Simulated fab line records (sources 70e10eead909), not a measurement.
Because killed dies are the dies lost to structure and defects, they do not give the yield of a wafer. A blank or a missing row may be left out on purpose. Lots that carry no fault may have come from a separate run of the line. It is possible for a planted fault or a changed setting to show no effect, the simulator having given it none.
fab line records ; flow nand-harc
record lots=6; wafers=18; last-day=33
route steps=1302 shown P_GATE@157
lots that met no fault: taken from a fault-free run of the same line
start-h: the number of hours between the record's first day and the start of the first shown wafer of the lot ; wait-h: time in hours since the lot's previous step ; " identical to the entry in the row above ; L1.1+2: one row covering several wafers at once ; - either no value or no given start ; * or withheld: withheld ; < > ~ a bound
route shown NAME@n: NAME is a module with steps in the file, n the number in the route of the first one ; usual: mean and standard deviation over wafers with no fault ; same: alike in all rows ; chamber/n: place in a boat ; sites: readings site by site ; _std_site: how widely they spread, as a standard deviation ; _edge_site: inner sites' mean taken away from outer sites' mean ; radius-mm: how far each site lies from the wafer's centre ; mask NAME#n: copy n ; behind: tool/chamber where the wafer was last shaped ; hold: why the lot went on hold/how many hours it stayed there/how the hold came to an end ; device: which transistor (n, p or np) failed to switch ; end of line: the route-end tests of the same wafers ; step lacking rows: just its recipe ; killed: the dies lost at the first sort to structure and to defects; this is not the yield of the wafer ; map: a wafer's dies, x killed, . not, _ none there
set.NAME: setting as actually run; set.NAME@STEP: the setting as run at that earlier step ; model.NAME: the simulator's own value behind a step, which no gauge read
certain route steps with their lots: each step a table, each wafer a row
services: a tool's chamber out of use, with start hour (start-h, from the record's first day; less than 0 if before it), hours out, and reason
## steps
# step NHARC_P_GATE_STRIP_101
# recipe time-s=20; o2-flow-sccm=500; ar-flow-sccm=0; bias-w=0; chemistry=O2
# step NHARC_P_GATE_PRECLEAN_97
# recipe time-s=600; temp-c=120; chemistry=SPM
# step NHARC_P_GATE_SRD_98
# step NHARC_P_GATE_PRECLEAN_99
# recipe time-s=*; temp-c=50; bath-age-min=0; chemistry=SC1
# step NHARC_P_GATE_SRD_100
# step NHARC_P_GATE_DEHYDRATE_38
# recipe temp-c=150; time-s=120
# step NHARC_P_GATE_HMDS_39
# recipe time-s=30
# step NHARC_P_GATE_COAT_40
# recipe spin-rpm=3000
# step NHARC_P_GATE_SOFTBAKE_41
# recipe temp-c=122; time-s=95
# step NHARC_P_GATE_EBR_42
# step NHARC_P_GATE_EXPOSE_43
# recipe na=0.6; target-cd-nm=720; dose-mj=14.81; mask-id=P_NSD
# step NHARC_P_GATE_PEB_44
# recipe peb-temp-c=118; peb-time-s=85
# step NHARC_P_GATE_DEVELOP_45
# recipe time-s=70
lot.wafer;tool;chamber;start-h;wait-h
L273.2+5+6;litho-track-05;0;105;-
L277.1+4+5;litho-track-02;0;151;-
L285.2+3+6;litho-track-03;0;253;-
L289.2+3+6;litho-track-05;0;279;-
L290.1+3+4;litho-track-05;0;281;-
L294.1+3+6;litho-track-02;0;326;-
# step NHARC_P_GATE_HARDBAKE_47
# recipe temp-c=125; time-s=80
# step NHARC_P_GATE_DESCUM_48
# recipe time-s=3; o2-flow-sccm=200; ar-flow-sccm=0; bias-power-w=0; chemistry=O2
# usual drypump-motor-current-A=5.7/0.49; oes-product-au=1.001/0.0068; rf-vpp-V=57.6/0.91; showerhead-plenum-p-Torr=1.89/0.058; throttle-valve-pct=11.311/0.0085
lot.wafer;tool;chamber;start-h;wait-h;drypump-motor-current-A;oes-product-au;rf-hours-counter-h;rf-vpp-V;showerhead-plenum-p-Torr;throttle-valve-pct;model.P_GATE.cd-nm
L273.2;rie-diel-13;3;106.09;-;6.2;1.020;6.7;58.1;1.93;11.304;719.1
L273.6;rie-diel-13;0;106.09;-;5.8;0.998;-;58.2;1.86;11.295;717.5
L273.5;rie-diel-13;1;106.09;-;4.9;1.020;-;57.4;1.84;11.323;721
L277.4;rie-diel-09;1;152.20;-;6.2;0.999;0;58.1;1.95;11.318;723
L277.1;rie-diel-09;3;152.20;-;5.9;1.015;0;57.5;1.91;11.311;722.7
L277.5;rie-diel-09;1;152.20;-;6.2;1.010;-;56.8;1.95;11.309;721.6
L285.2;rie-diel-13;3;253.62;-;6.2;0.993;5.4;59.2;1.93;11.316;721.8
L285.3;rie-diel-13;0;253.62;-;5.8;0.994;5.2;57.0;1.86;11.312;720.3
L285.6;rie-diel-13;1;253.62;-;4.8;0.995;-;55.2;1.83;11.305;721.1
L289.2;rie-diel-09;0;279.75;-;5.0;1.020;6.5;57.5;1.97;11.317;720.9
L289.3;rie-diel-09;1;279.75;-;6.2;1.002;7.5;58.0;1.94;11.320;720
L289.6;rie-diel-09;1;279.75;-;6.2;1.000;-;56.1;1.94;11.307;121.6
L290.1;rie-diel-13;2;281.59;-;6.2;1.001;6.5;57.4;1.83;11.319;719.2
L290.3;rie-diel-13;0;281.59;-;5.8;0.992;6.8;59.1;1.86;11.304;719.7
L290.4;rie-diel-13;0;281.59;-;5.8;1.005;-;57.2;1.86;11.320;120.8
L294.3;rie-diel-13;0;326.53;-;5.8;1.001;8.8;58.2;1.85;11.308;718.9
L294.1;rie-diel-13;1;326.53;-;4.9;0.993;7.7;56.9;1.83;11.318;720.2
L294.6;rie-diel-13;1;326.53;-;4.8;0.996;-;57.5;1.83;11.310;719.1
# step NHARC_P_GATE_IMPLANT_49
# recipe energy-kev=30; dose-cm2=3e+15; tilt-deg=7
# step NHARC_P_GATE_STRIP_111
# recipe power-w=1500; temp-c=110; time-s=250; chemistry=N2/H2
# usual drypump-motor-current-A=5.56/0.12; heater-power-w=92/6.9
lot.wafer;tool;chamber;start-h;wait-h;drypump-motor-current-A;heater-power-w;rf-hours-counter-h
L273.2;plasma-asher-02;1;106.42;0.2;5.67;104;4
L273.5;plasma-asher-02;1;106.42;0.2;5.62;101;-
L273.6;plasma-asher-02;0;106.42;0.2;5.80;99;-
L277.1;plasma-asher-02;1;162.01;0.2;5.64;104;14
L277.4;plasma-asher-02;1;162.01;0.2;5.64;104;-
L277.5;plasma-asher-02;1;162.01;0.2;5.62;104;-
L285.2;plasma-asher-01;1;254.01;0.2;5.55;90;14
L285.3;plasma-asher-01;1;254.01;0.2;5.55;89;-
L285.6;plasma-asher-01;0;254.01;0.2;5.42;85;-
L289.2;plasma-asher-01;0;280.17;0.2;5.43;86;22
L289.3;plasma-asher-01;0;280.17;0.2;5.43;86;-
L289.6;plasma-asher-01;0;280.17;0.2;5.44;86;-
L290.1;plasma-asher-02;0;281.98;0.2;5.76;101;4
L290.3;plasma-asher-02;0;281.98;0.2;5.78;97;-
L290.4;plasma-asher-02;1;281.98;0.2;5.64;107;-
L294.1;plasma-asher-01;1;326.95;0.2;5.59;89;31
L294.3;plasma-asher-01;0;326.95;0.2;5.41;88;-
L294.6;plasma-asher-01;0;326.95;0.2;5.41;85;-
# step NHARC_P_GATE_STRIP_75
# recipe power-w=1500; temp-c=250; chemistry=O2
# usual drypump-motor-current-A=5.56/0.13; heater-power-w=343/27
lot.wafer;tool;chamber;start-h;wait-h;drypump-motor-current-A;heater-power-w;rf-hours-counter-h
L273.2;plasma-asher-02;1;106.73;0.3;5.64;389;4
L273.5;plasma-asher-02;1;106.73;0.3;5.67;391;-
L273.6;plasma-asher-02;0;106.73;0.3;5.83;361;-
L277.1;plasma-asher-02;1;162.27;0.2;5.64;389;15
L277.4;plasma-asher-02;1;162.27;0.2;5.64;390;-
L277.5;plasma-asher-02;1;162.27;0.2;5.66;390;-
L285.2;plasma-asher-01;1;254.28;0.2;5.53;328;14
L285.3;plasma-asher-01;1;254.28;0.2;5.54;336;-
L285.6;plasma-asher-01;0;254.28;0.2;5.44;318;-
L289.2;plasma-asher-01;0;280.44;0.2;5.44;317;22
L289.3;plasma-asher-01;0;280.44;0.2;5.43;310;-
L289.6;plasma-asher-01;0;280.44;0.2;5.42;326;-
L290.1;plasma-asher-02;0;282.28;0.3;5.80;373;4
L290.3;plasma-asher-02;0;282.28;0.3;5.78;368;-
L290.4;plasma-asher-02;1;282.28;0.3;5.66;416;-
L294.1;plasma-asher-01;1;327.21;0.2;5.53;330;31
L294.3;plasma-asher-01;0;327.21;0.2;5.41;317;-
L294.6;plasma-asher-01;0;327.21;0.2;5.42;322;-
# step NHARC_P_GATE_STRIP_50
# recipe time-s=900; temp-c=130; chemistry=SPM
# step NHARC_P_GATE_DEHYDRATE_51
# recipe temp-c=150; time-s=120
# step NHARC_P_GATE_HMDS_52
# recipe time-s=30
# step NHARC_P_GATE_COAT_53
# recipe spin-rpm=3000
# step NHARC_P_GATE_SOFTBAKE_54
# recipe temp-c=122; time-s=95
# step NHARC_P_GATE_EBR_55
# step NHARC_P_GATE_EXPOSE_56
# recipe na=0.6; target-cd-nm=720; dose-mj=14.81; mask-id=P_PSD
# step NHARC_P_GATE_PEB_57
# recipe peb-temp-c=118; peb-time-s=85
# step NHARC_P_GATE_DEVELOP_58
# recipe time-s=70
# step NHARC_P_GATE_HARDBAKE_60
# recipe temp-c=125; time-s=80
# step NHARC_P_GATE_DESCUM_61
# recipe time-s=3; o2-flow-sccm=200; ar-flow-sccm=0; bias-power-w=0; chemistry=O2
# usual drypump-motor-current-A=5.6/0.44; oes-product-au=0.998/0.0077; rf-vpp-V=57.6/0.94; showerhead-plenum-p-Torr=1.89/0.07; throttle-valve-pct=11.311/0.0086
lot.wafer;tool;chamber;start-h;wait-h;drypump-motor-current-A;oes-product-au;rf-hours-counter-h;rf-vpp-V;showerhead-plenum-p-Torr;throttle-valve-pct
L273.2;rie-diel-09;0;107.72;-;5.0;1.004;4.6;58.7;1.97;11.312
L273.6;rie-diel-09;2;107.72;-;5.2;0.988;-;56.5;1.92;11.297
L273.5;rie-diel-09;3;107.72;-;5.8;0.999;-;57.1;1.91;11.315
L277.4;rie-diel-13;2;163.35;-;6.2;1.007;9.9;57.0;1.83;11.304
L277.1;rie-diel-13;1;163.35;-;4.9;1.002;8.5;56.7;1.84;11.316
L277.5;rie-diel-13;3;163.35;-;6.3;1.007;-;58.3;1.93;11.328
L285.2;rie-diel-02;2;255.36;-;5.2;1.005;0.7;58.5;1.80;11.301
L285.3;rie-diel-02;0;255.36;-;5.6;1.005;0.6;56.2;1.98;11.304
L285.6;rie-diel-02;1;255.36;-;5.9;1.005;-;57.7;1.79;11.300
L289.3;rie-diel-09;0;281.51;-;5.0;1.000;6.5;58.3;1.97;11.300
L289.2;rie-diel-09;2;281.51;-;5.1;0.996;8.6;57.5;1.92;11.325
L289.6;rie-diel-09;1;281.51;-;6.2;0.995;-;58.0;1.94;11.315
L290.3;rie-diel-02;2;283.39;-;5.3;0.998;2.3;55.8;1.80;11.306
L290.1;rie-diel-02;0;283.39;-;5.6;1.000;2.3;58.6;1.98;11.304
L290.4;rie-diel-02;2;283.39;-;5.3;1.002;-;58.6;1.80;11.310
L294.3;rie-diel-02;1;328.16;-;5.9;0.991;4.9;56.6;1.79;11.302
L294.1;rie-diel-02;3;328.16;-;5.8;1.001;4.4;56.8;1.96;11.309
L294.6;rie-diel-02;2;328.16;-;5.2;0.991;-;56.1;1.80;11.318
# step NHARC_P_GATE_IMPLANT_62
# recipe energy-kev=20; dose-cm2=3e+15; tilt-deg=7
# step NHARC_P_GATE_STRIP_112
# recipe power-w=1500; temp-c=110; time-s=200; chemistry=N2/H2
# usual drypump-motor-current-A=5.58/0.13; heater-power-w=94/7.8
lot.wafer;tool;chamber;start-h;wait-h;drypump-motor-current-A;heater-power-w;rf-hours-counter-h
L273.2;plasma-asher-01;0;108.07;0.2;5.42;88;26
L273.5;plasma-asher-01;0;108.07;0.2;5.44;88;-
L273.6;plasma-asher-01;1;108.07;0.2;5.56;88;-
L277.1;plasma-asher-01;1;163.76;0.2;5.55;92;36
L277.4;plasma-asher-01;0;163.76;0.2;5.44;89;-
L277.5;plasma-asher-01;0;163.76;0.2;5.43;88;-
L285.2;plasma-asher-01;0;256.04;0.5;5.42;86;16
L285.3;plasma-asher-01;0;256.04;0.5;5.41;86;-
L285.6;plasma-asher-01;1;256.04;0.5;5.59;87;-
L289.2;plasma-asher-01;0;281.92;0.2;5.42;86;22
L289.3;plasma-asher-01;0;281.92;0.2;5.44;85;-
L289.6;plasma-asher-01;0;281.92;0.2;5.42;86;-
L290.1;plasma-asher-01;1;283.81;0.2;5.56;89;23
L290.3;plasma-asher-01;0;283.81;0.2;5.44;83;-
L290.4;plasma-asher-01;1;283.81;0.2;5.56;91;-
L294.1;plasma-asher-02;0;328.57;0.2;5.77;96;14
L294.3;plasma-asher-02;0;328.57;0.2;5.75;97;-
L294.6;plasma-asher-02;0;328.57;0.2;5.76;100;-
# step NHARC_P_GATE_STRIP_76
# recipe power-w=1500; temp-c=250; chemistry=O2
# usual drypump-motor-current-A=5.58/0.13; heater-power-w=352/30
lot.wafer;tool;chamber;start-h;wait-h;drypump-motor-current-A;heater-power-w;rf-hours-counter-h
L273.2;plasma-asher-01;0;108.33;0.2;5.43;336;26
L273.5;plasma-asher-01;0;108.33;0.2;5.43;337;-
L273.6;plasma-asher-01;1;108.33;0.2;5.56;341;-
L277.1;plasma-asher-01;1;163.99;0.2;5.57;339;37
L277.4;plasma-asher-01;0;163.99;0.2;5.44;334;-
L277.5;plasma-asher-01;0;163.99;0.2;5.44;331;-
L285.2;plasma-asher-01;0;256.30;0.2;5.43;329;16
L285.3;plasma-asher-01;0;256.30;0.2;5.42;312;-
L285.6;plasma-asher-01;1;256.30;0.2;5.56;326;-
L289.2;plasma-asher-01;0;282.15;0.2;5.44;317;23
L289.3;plasma-asher-01;0;282.15;0.2;5.43;315;-
L289.6;plasma-asher-01;0;282.15;0.2;5.44;322;-
L290.1;plasma-asher-01;1;284.04;0.2;5.54;341;24
L290.3;plasma-asher-01;0;284.04;0.2;5.43;330;-
L290.4;plasma-asher-01;1;284.04;0.2;5.55;338;-
L294.1;plasma-asher-02;0;328.81;0.2;5.79;367;14
L294.3;plasma-asher-02;0;328.81;0.2;5.76;380;-
L294.6;plasma-asher-02;0;328.81;0.2;5.82;377;-
# step NHARC_P_GATE_STRIP_63
# recipe time-s=900; temp-c=130; chemistry=SPM
# step NHARC_P_GATE_DEHYDRATE_83
# recipe temp-c=150; time-s=120
# step NHARC_P_GATE_HMDS_84
# recipe time-s=30
# step NHARC_P_GATE_COAT_85
# recipe spin-rpm=3000
# step NHARC_P_GATE_SOFTBAKE_86
# recipe temp-c=122; time-s=95
# step NHARC_P_GATE_EBR_87
# step NHARC_P_GATE_EXPOSE_88
# recipe na=0.6; target-cd-nm=2000; dose-mj=11.87; mask-id=P_HVN
# step NHARC_P_GATE_PEB_89
# recipe peb-temp-c=118; peb-time-s=85
# step NHARC_P_GATE_DESCUM_93
# recipe time-s=3; o2-flow-sccm=200; ar-flow-sccm=0; bias-power-w=0; chemistry=O2
# usual drypump-motor-current-A=5.6/0.49; oes-product-au=1.000/0.0084; rf-vpp-V=57.7/0.85; showerhead-plenum-p-Torr=1.90/0.061; throttle-valve-pct=11.312/0.0097
lot.wafer;tool;chamber;start-h;wait-h;drypump-motor-current-A;oes-product-au;rf-hours-counter-h;rf-vpp-V;showerhead-plenum-p-Torr;throttle-valve-pct;model.P_GATE.cd-nm
L273.2;rie-diel-13;0;109.42;-;5.8;1.004;5.8;58.9;1.86;11.304;1997
L273.5;rie-diel-13;0;109.42;-;5.8;0.995;-;57.1;1.86;11.291;2000
L273.6;rie-diel-13;1;109.42;-;4.9;1.000;-;57.6;1.84;11.321;2000
L277.4;rie-diel-09;1;164.94;-;6.2;1.015;0.7;57.2;1.95;11.301;2001
L277.1;rie-diel-09;3;164.94;-;5.9;1.010;0.4;57.4;1.91;11.318;2001
L277.5;rie-diel-09;1;164.94;-;6.2;1.001;-;57.4;1.95;11.303;2000
L285.3;rie-diel-09;1;257.26;-;6.2;0.990;6.6;59.0;1.94;11.331;2000
L285.2;rie-diel-09;3;257.26;-;5.8;0.990;6.4;56.8;1.91;11.300;1999
L285.6;rie-diel-09;1;257.26;-;6.2;0.997;-;58.0;1.94;11.292;2000
L289.3;rie-diel-02;0;283.09;-;5.6;1.009;2.3;57.5;1.98;11.323;2000
L289.2;rie-diel-02;1;283.09;-;5.9;1.008;2.5;57.5;1.79;11.318;2000
L289.6;rie-diel-02;0;283.09;-;5.6;1.018;-;59.1;1.98;11.310;121.6
L290.1;rie-diel-02;0;285.12;-;5.6;1.001;2.3;58.0;1.98;11.296;2002
L290.3;rie-diel-02;1;285.12;-;5.9;0.993;2.5;54.0;1.79;11.317;2001
L290.4;rie-diel-02;2;285.12;-;5.3;1.000;-;57.6;1.80;11.312;120.8
L294.3;rie-diel-09;3;329.89;-;5.8;0.988;0;58.0;1.90;11.307;2000
L294.1;rie-diel-09;0;329.89;-;5.0;0.998;0;57.1;1.96;11.313;1998
L294.6;rie-diel-09;3;329.89;-;5.9;0.990;-;58.4;1.90;11.303;2000
## services
tool;chamber;start-h;hours;kind
rie-diel-13;-;89.51;0.5;repair
rie-diel-02;1;141.18;7.1;repair
rie-diel-09;-;143.10;9.0;pm
rie-diel-02;1;156.02;16.4;repair
rie-diel-13;-;165.00;9.0;pm
plasma-asher-01;-;165.11;9.0;pm
rie-diel-02;3;171.10;1.5;repair
rie-diel-02;1;182.21;2.4;repair
rie-diel-09;-;210.56;2.0;repair
rie-diel-02;-;216.70;9.0;pm
rie-diel-09;-;228.74;0.5;repair
rie-diel-13;1;242.72;8.6;repair
plasma-asher-02;-;249.47;9.0;pm
rie-diel-13;3;262.99;15.8;repair
rie-diel-02;3;274.27;21.3;repair
rie-diel-02;2;287.09;22.8;repair
rie-diel-13;3;292.77;2.9;repair
rie-diel-13;2;295.12;15.4;repair
rie-diel-13;0;295.13;13.1;repair
rie-diel-09;0;306.56;7.1;repair
rie-diel-13;1;314.96;4.5;repair
rie-diel-09;0;316.54;3.2;repair
plasma-asher-02;-;316.77;2.0;repair
rie-diel-09;-;320.10;9.0;pm
## key
first-sign none at tools or gauges
model-effect step=NHARC_P_GATE_DESCUM_48; value=P_GATE.cd-nm; without=718.5; struck=121.2
model-effect step=NHARC_P_GATE_DESCUM_93; value=P_GATE.cd-nm; without=2000; struck=121.2
met-at NHARC_P_GATE_DEVELOP_45
struck-wafers L289.6,L290.4
later-rows-left-out L289.6,L290.4
sort-left-out L289.6,L290.4
tester-left-out L289,L290
onset-between 105 279
fault kind=process-parameter-drift; tool=litho-track-05; chamber=-; onset-h=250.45; steps=NHARC_P_GATE_DEVELOP_45; channel=time-s; offset=*; shape=step; end-h=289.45; scope=struck-wafers-only; acts-in=*; stated=*
# tester-left-out: of these lots the tester's yield and bins aren't shown, on N5 and GAA mostly nor the transistor test; their killed dies are dies lost to structure and defects alone, not to doping, threshold or leakage, so they don't give the yield
# sort-left-out: the simulated sort isn't trusted on such a fault, so these wafers' sort isn't shown, and their yield isn't known
# later-rows-left-out: the simulator's readings of these wafers behind a module that went badly wrong aren't trusted and aren't shown, but for the sort
